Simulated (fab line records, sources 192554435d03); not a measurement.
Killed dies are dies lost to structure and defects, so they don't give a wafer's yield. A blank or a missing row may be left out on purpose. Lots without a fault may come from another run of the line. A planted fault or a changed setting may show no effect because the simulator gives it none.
Chamber matching | flow n5_finfet | N5_HKMG_FIN_ALD_21 on ald_metal-03: 4 sister chambers
The step deposits TiN, target thk 1.5 nm, pulse time 1 s, purge time 3 s. 16 wafers are shown with their chamber, then 8 later ones without.

WAFERS WITH THEIR CHAMBER
wafer  | chamber | heater_power_outer_w (W) | heater_power_w (W) | precursor_pulse_height_rel
L078.1 | 0       | 556                      | 968                | 0.989
L078.3 | 1       | 587                      | 1030               | 1.002
L078.4 | 3       | 632                      | 1019               | 0.987
L082.2 | 0       | 571                      | 996                | 1.004
L082.4 | 3       | 634                      | 995                | 1.000
L082.5 | 0       | 560                      | 988                | 1.023
L083.2 | 1       | 562                      | 1008               | 1.047
L083.3 | 2       | 584                      | 941                | 1.045
L083.6 | 1       | 568                      | 980                | 1.005
L084.2 | 3       | 641                      | 1018               | 1.013
L084.3 | 1       | 579                      | 982                | 0.985
L084.4 | 2       | 569                      | 935                | 1.006
L085.1 | 1       | 593                      | 1031               | 0.969
L085.2 | 2       | 572                      | 928                | 1.022
L085.3 | 3       | 627                      | 1017               | 0.998
L086.4 | 1       | 576                      | 998                | 1.007

SIGNATURES (means of the wafers above)
reading                    | chamber 0 | chamber 1 | chamber 2 | chamber 3 | scatter within a chamber
heater_power_outer_w       | 562.33    | 577.50    | 575.00    | 633.50    | 9.19
heater_power_w             | 984.00    | 1004.83   | 934.67    | 1012.25   | 16.9
precursor_pulse_height_rel | 1.00533   | 1.00250   | 1.02433   | 0.99950   | 0.0207
Rule: a wafer's distance from a chamber is the root of the sum, over the readings, of the square of ((its reading less the chamber's mean) divided by the reading's scatter). The wafer belongs to the nearest chamber; if the next one is less than 2 further off, it can't be placed. The scatter: the root of (the sum of the squares of (reading less its chamber's mean) over the shown wafers, divided by (wafers less chambers)).

WAFERS WITHOUT THEIR CHAMBER
wafer  | heater_power_outer_w (W) | heater_power_w (W) | precursor_pulse_height_rel
L086.5 | 562                      | 926                | 0.943
L086.6 | 635                      | 1022               | 0.990
L087.2 | 572                      | 995                | 0.960
L087.4 | 616                      | 1029               | 0.984
L087.5 | 570                      | 1011               | 1.004
L097.1 | 577                      | 925                | 1.013
L097.3 | 570                      | 983                | 1.000
L097.6 | 593                      | 937                | 0.989

WHICH CHAMBER EACH WENT THROUGH
wafer  | from the rows above          | in truth
L086.5 | can't be placed: 2 or 0 or 1 | 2
L086.6 | 3                            | 3
L087.2 | can't be placed: 1 or 0      | 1
L087.4 | 3                            | 3
L087.5 | can't be placed: 1 or 0      | 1
L097.1 | 2                            | 2
L097.3 | can't be placed: 0 or 1      | 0
L097.6 | can't be placed: 2 or 1 or 0 | 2
Placed correctly: 3 of 8. Can't be placed from these rows: 5 (the true chamber is among the candidates in 5). Placed wrongly: 0.
